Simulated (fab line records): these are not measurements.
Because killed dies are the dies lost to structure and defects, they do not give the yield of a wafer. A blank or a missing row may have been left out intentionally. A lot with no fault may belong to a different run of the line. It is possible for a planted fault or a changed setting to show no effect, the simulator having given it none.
Struck lot and sound lot, side by side -- flow n5Finfet -- 40 steps out of a route of 1938
Sound: these wafers, L104.2, L104.3, L104.5. Wafers struck: L114.1, L114.4, L114.6. At the end, the cause is stated.
Per side, at each step with rows, come the tool, then ch with its chambers, and then its first start. Under that, the readings that differ: sound wafers -- struck wafers -- difference of the means -- sigmas: that difference in standard deviations of wafers without a fault.
alike: same words and numbers on both sides, and readings whose means sit less than 2 such deviations apart. not compared: any withheld reading, any reading some wafer has no value for, any bound like >300 that may hide the same value, and any number with overlapping values for which the record gives no deviation.
The two part at a step that has a row with sigmas, a row that says differs or no value, or rows on one side only. When numbers do not overlap yet have no deviation, they are printed without sigmas and do not part them. A reading missing from all wafers of one side parts the sides only when that side holds two or more wafers.

first, 4 steps without rows for these wafers: N5_MOL_CONTACT_COAG_SIL_ANNEAL_21 (time 60 s); N5_MOL_CONTACT_COAG_PRE_CLEAN_141 (time 60 s); N5_MOL_CONTACT_COAG_SPUTTER_143 (material Co, target thk 2.5 nm); N5_MOL_CONTACT_COAG_CO_FILL_22 (material Co, precursor CCTBA/H2, target thk 20 nm).
N5_MOL_CONTACT_COAG_ANNEAL_113: time 300 s.
  sound on rtpAnneal-02 ch 0, day 4 19:16; struck on rtpAnneal-01 ch 0, day 7 08:40
reading,sound,struck,difference,sigmas
lampPowerPct (%),2.81 2.80 2.81,2.86 2.87 2.87,+0.06,+2
  alike: wafer_temp_C_max
N5_MOL_CONTACT_COAG_PRE_CLEAN_142: time 60 s.
  sound on pvdSputter-03, day 4 20:56; struck on pvdSputter-01, day 7 10:25
  alike: heaterPowerW
then, 3 steps without rows for these wafers: N5_MOL_CONTACT_COAG_SPUTTER_130 (material Co, target thk 47.5 nm); N5_MOL_CONTACT_COAG_PRECLEAN_125 (cleans in DIW, time 57.5 s); N5_MOL_CONTACT_COAG_SRD_126 (dry time 32 s).
N5_MOL_CONTACT_COAG_CMP_23: polishes, stops on SiO2, t overpolish 1.5 s, target thk 0 nm.
  sound on cmp-04 ch 0,1,2, day 4 21:11; struck on cmp-01 ch 0,1, day 7 10:41
reading,sound,struck,difference,sigmas
timeToEndpointS (s),6.0 5.8 7.5,11.6 11.5 12.6,+5.5,+3
  alike: motorCurrentA, overpolishRunS, slurryFilterDpKPa
N5_MOL_CONTACT_COAG_WET_ETCH_26: target Co, target depth 13 nm.
  sound on wetBench-06 ch 2,3,4, day 4 21:32; struck on wetBench-04 ch 2,3,7, day 7 11:01
then, 1 step without rows for these wafers: N5_MOL_CONTACT_COAG_WET_ETCH_116 (etches the open film in SC1-inhibited, target depth 4.6 nm, rinse time 30 s).
N5_MOL_CONTACT_COAG_ALD_27: deposits SiOC, target thk 17 nm, pulse time 1.5 s, time 2720 s.
  sound on aldSin-04 ch 0,1,2, day 4 22:00; struck on aldSin-01 ch 0,2,3, day 7 13:39
reading,sound,struck,difference,sigmas
precursorPulseHeightRel,0.964 1.015 0.954,1.013 1.041 1.031,+0.051,+3
  alike: heaterPowerOuterW, heaterPowerW
then, 1 step without rows for these wafers: N5_MOL_CONTACT_COAG_CMP_28 (polishes, stops on SiNx, t overpolish 0.85 s, target thk 14.522 nm).
N5_MOL_CONTACT_COAG_THK_MEAS_29:
  sound on filmMetro-02, day 4 23:52; struck on filmMetro-01, day 7 15:31
reading,sound,struck,difference,sigmas
MD_CAP_THK (nm),17.82 17.86 17.77,17.94 17.98 17.99,+0.15,+2
then, 11 steps without rows for these wafers: N5_MOL_CONTACT_COAG_ALD_123 (deposits SiNx, target thk 5 nm, pulse time 1 s, purge time 2 s); N5_MOL_CONTACT_COAG_PECVD_31 (deposits SiO2 from TEOS/O2, target thk 46 nm, time 8.9 s); N5_MOL_CONTACT_COAG_COAT_75 (time 60 s, resist thk 60 nm); N5_MOL_CONTACT_COAG_COAT_76 (time 60 s, resist thk 10 nm); N5_MOL_CONTACT_COAG_COAT_77 (time 60 s, resist thk 10 nm); N5_MOL_CONTACT_COAG_COAT_78 (resist thk 40 nm); N5_MOL_CONTACT_COAG_EBR_80; N5_MOL_CONTACT_COAG_SOFTBAKE_79 (time 60 s); N5_MOL_CONTACT_COAG_EXPOSE_81 (exposes mask VG, defocus 0 nm); N5_MOL_CONTACT_COAG_PEB_82 (peb time 60 s); N5_MOL_CONTACT_COAG_DEVELOP_83 (develop time 30 s).
N5_MOL_CONTACT_COAG_CD_MEAS_84: the cd target is 25.1 nm.
  sound on cdSem-02 ch 0, day 5 01:37; struck on cdSem-02 ch 0, day 7 16:25
  alike: cdNm
N5_MOL_CONTACT_COAG_OVL_MEAS_85:
  sound on overlay-01 ch 0, day 5 01:38; struck on overlay-01 ch 0, day 7 16:27
  alike: VG_OVL
then, 8 steps without rows for these wafers: N5_MOL_CONTACT_COAG_DESCUM_88 (chemistry O2, time 7 s); N5_MOL_CONTACT_COAG_ETCH_89 (etches underlayer in N2/H2, target depth 13 nm, time 10.4 s); N5_MOL_CONTACT_COAG_ETCH_90 (etches SiARC in CF4, target depth 13 nm, time 21.7 s); N5_MOL_CONTACT_COAG_ALD_131 (deposits SiO2, target thk 5 nm, pulse time 1 s, co reactant pulse time 1 s); N5_MOL_CONTACT_COAG_ETCHBACK_132 (etches SiO2 in CHF3, target depth 10 nm, time 6.7 s); N5_MOL_CONTACT_COAG_ETCH_91 (etches SOC in N2/H2, target depth 60 nm, overetch 21 nm, time 101.2 s); N5_MOL_CONTACT_COAG_STRIP_92 (strips in N2/H2); N5_MOL_CONTACT_COAG_STRIP_93 (strips in N2/H2).
N5_MOL_CONTACT_COAG_ETCHBACK_135: etches SiO2 in CHF3, target depth 25 nm, time 16.7 s.
  sound on rieDiel-03 ch 1,2,3, day 5 02:10; struck on rieDiel-03 ch 0,1,2, day 7 17:37
  alike: drypumpMotorCurrentA, oesProductAu, rfVppV, showerheadPlenumPTorr, throttleValvePct
  not compared: rfHoursCounterH
then, 2 steps without rows for these wafers: N5_MOL_CONTACT_COAG_STRIP_118 (strips in CHF3); N5_MOL_CONTACT_COAG_VIA_ETCH_46 (etches SiO2 in C4F6/O2, target depth 46 nm, overetch 9.2 nm, time 40 s).
-- a jump in the record: the struck wafers' starts before and after are 9 days apart (it breaks off in module MOL_CONTACT_COAG and resumes in module PASSIVATION, where the first step shown is number 1936 of the route) --
N5_PASSIVATION_PROBE_49:
  rows exist in the record for the struck wafers here (prober-01, day 16 07:25), but not for the sound ones

WHERE THEY PART
Last at N5_PASSIVATION_PROBE_49 as far as this record goes, first at N5_MOL_CONTACT_COAG_ANNEAL_113.

WHY: what the simulator had put in
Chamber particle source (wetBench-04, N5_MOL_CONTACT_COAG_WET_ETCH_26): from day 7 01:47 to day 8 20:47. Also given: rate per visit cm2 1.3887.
